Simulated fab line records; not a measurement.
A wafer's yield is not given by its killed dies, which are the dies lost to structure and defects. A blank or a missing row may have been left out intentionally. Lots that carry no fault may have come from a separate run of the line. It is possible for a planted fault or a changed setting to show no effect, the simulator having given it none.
A single fault, viewed from 2 desks | flow n5_finfet | numbers are kept per desk, each desk with only its own; the story behind them comes last

DESK OF THE TOOL OWNER: vapor_etch-02
The tool's own readings at N5_STI_FIN_REVEAL_RECESS_09 (chemistry HF/NH3, target SiO2, afs cycles 11, target depth 42.5 nm, sublimation time 60 s): means of the sampled wafers that have a number, for each lot that ran on this tool. Marked OUT: a lot whose mean sits more than 4 standard deviations from the usual mean, which makes it out of limits; the brackets give that distance.
Columns: A = drypump_motor_current_A at N5_STI_FIN_REVEAL_RECESS_09, usual 5.4 A; B = temp_c at N5_STI_FIN_REVEAL_RECESS_09, usual 30.00 C
lot  | first seen here | A   | B
L892 | day 3 05:56     | 5.5 | 29.91
L893 | day 3 14:11     | 5.5 | 30.09
L896 | day 4 04:06     | 5.7 | 27.69 (-21) OUT
L897 | day 4 11:19     | 5.2 | 29.28 (-6.6) OUT
L899 | day 5 00:37     | 5.2 | 29.18 (-7.5) OUT
This desk's verdict: out of limits on L896, L897, L899, starting with L896 at day 4 04:06 (temp_c at N5_STI_FIN_REVEAL_RECESS_09). L892, L893: within limits.

FROM THE METROLOGY DESK
What the gauges read, lot by lot, whatever tool the lot ran on: means of the sampled wafers that have a number. Marked OUT: a lot whose mean sits more than 4 standard deviations from the usual mean, which makes it out of limits; the brackets give that distance.
Columns: A = trench_depth_nm at N5_FIN_SAQP_OCD_MEAS_76, usual 119.9 nm; B = thk_nm at N5_STI_FIN_REVEAL_THK_MEAS_05, usual 131.9 nm; C = trench_depth_nm at N5_STI_FIN_REVEAL_FIN_H_MEAS_10, usual 52.0 nm
lot  | first seen here | A     | B     | C
L889 | day 2 04:08     | 120.2 | 132.1 | 51.2
L890 | day 2 08:37     | 119.4 | 132.3 | 52.6
L891 | day 2 15:14     | 120.5 | 130.1 | 52.2
L892 | day 2 21:27     | 116.7 | 131.5 | 52.4
L893 | day 3 04:55     | 121.1 | 131.5 | 51.5
L896 | day 3 19:46     | 118.2 | 131.2 | 55.0 (+4.2) OUT
L897 | day 4 03:26     | 118.5 | 132.0 | 52.5
L898 | day 4 08:39     | 121.2 | 133.3 | 52.1
L899 | day 4 14:50     | 119.9 | 132.5 | 52.7
L900 | day 4 23:49     | 120.1 | 132.8 | 51.9
L907 | day 6 16:14     | 118.8 | 130.6 | 52.3
L908 | day 6 21:54     | 121.5 | 131.7 | 51.9
This desk's verdict: out of limits on L896, starting with L896 at day 4 05:45 (trench_depth_nm at N5_STI_FIN_REVEAL_FIN_H_MEAS_10). L889, L890, L891, L892, L893, L897, L898, L899, L900, L907, L908: within limits.

ALL TOGETHER
The tool owner's desk had the chance to raise an alarm at day 4 04:06 on L896, L897, L899.
Metrology desk: alarm possible at day 4 05:45 on L896.
The metrology desk holds a record of L897, L899, inside its limits.
The lots listed all ran N5_STI_FIN_REVEAL_RECESS_09 on vapor_etch-02.

WHAT THE SIMULATOR HAD PUT IN
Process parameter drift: vapor_etch-02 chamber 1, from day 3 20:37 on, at N5_STI_FIN_REVEAL_RECESS_09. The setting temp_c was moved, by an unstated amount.
Shown lots that were struck: L896, L897, L899.
Fault start to first reading out of limits, in hours, per desk: tool owner, 7; metrology, 9.
